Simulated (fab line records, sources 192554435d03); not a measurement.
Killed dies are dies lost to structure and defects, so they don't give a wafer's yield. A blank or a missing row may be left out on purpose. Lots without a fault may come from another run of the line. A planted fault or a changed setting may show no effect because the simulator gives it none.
Chamber matching | flow n5_finfet | N5_MOL_CONTACT_COAG_ALD_27 on ald_sin-02: 4 sister chambers
The step deposits SiOC, target thk 17 nm, pulse time 1.5 s, time 2720 s. 4 wafers are shown with their chamber, then 7 later ones without.

WAFERS WITH THEIR CHAMBER
wafer  | chamber | heater_power_w (W)
L083.3 | 0       | 829
L085.3 | 3       | 838
L086.2 | 1       | 860
L086.3 | 2       | 1105

WAFERS WITHOUT THEIR CHAMBER
wafer  | heater_power_w (W)
L086.4 | 870
L088.1 | 850
L088.2 | 840
L088.4 | 861
L097.1 | 847
L097.2 | 1086
L097.5 | 868

WHICH CHAMBER EACH WENT THROUGH
wafer  | from the rows above          | in truth
L086.4 | 1                            | 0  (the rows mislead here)
L088.1 | can't be placed: 1 or 3 or 0 | 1
L088.2 | can't be placed: 3 or 0 or 1 | 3
L088.4 | 1                            | 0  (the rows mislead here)
L097.1 | can't be placed: 3 or 1 or 0 | 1
L097.2 | 2                            | 2
L097.5 | 1                            | 1
Placed correctly: 2 of 7. Can't be placed from these rows: 3 (the true chamber is among the candidates in 3). Placed wrongly: 2.
How it was worked out, from the rows above alone: a wafer's distance from a chamber is the root of the sum, over the readings, of the square of ((its reading less the chamber's mean) divided by the reading's scatter). The wafer belongs to the nearest chamber; if the next one is less than 2 further off, it can't be placed. A chamber's mean is the mean of its shown wafers. The scatter: with one shown wafer a chamber, the root of the mean of the squares of how far each hidden wafer lies from its nearest shown one.
